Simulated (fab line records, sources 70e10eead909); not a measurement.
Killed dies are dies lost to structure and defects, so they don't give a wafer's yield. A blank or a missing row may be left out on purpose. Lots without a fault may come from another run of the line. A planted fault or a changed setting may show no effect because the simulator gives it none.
Chamber matching | flow nand_harc | NHARC_P_ZERO_WELL_ETCH_65 on rie_diel-02: 4 sister chambers
The step etches the open film in N2/H2, target depth 80 nm, overetch 24 nm, time 87.88 s. 4 wafers are shown with their chamber, then 7 later ones without.

WAFERS WITH THEIR CHAMBER
wafer  | chamber | drypump_motor_current_A (A)
L082.2 | 2       | 6.0
L088.4 | 0       | 5.6
L091.3 | 1       | 5.4
L091.5 | 3       | 5.2

WAFERS WITHOUT THEIR CHAMBER
wafer  | drypump_motor_current_A (A)
L091.6 | 5.9
L093.2 | 5.3
L093.3 | 5.3
L093.6 | 5.6
L096.1 | 5.9
L096.3 | 5.3
L096.6 | 5.6

WHICH CHAMBER EACH WENT THROUGH
wafer  | from the rows above     | in truth
L091.6 | 2                       | 2
L093.2 | can't be placed: 3 or 1 | 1
L093.3 | can't be placed: 3 or 1 | 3
L093.6 | 0                       | 0
L096.1 | 2                       | 2
L096.3 | can't be placed: 3 or 1 | 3
L096.6 | 0                       | 0
Placed correctly: 4 of 7. Can't be placed from these rows: 3 (the true chamber is among the candidates in 3). Placed wrongly: 0.
How it was worked out, from the rows above alone: a wafer's distance from a chamber is the root of the sum, over the readings, of the square of ((its reading less the chamber's mean) divided by the reading's scatter). The wafer belongs to the nearest chamber; if the next one is less than 2 further off, it can't be placed. A chamber's mean is the mean of its shown wafers. The scatter: with one shown wafer a chamber, the root of the mean of the squares of how far each hidden wafer lies from its nearest shown one.
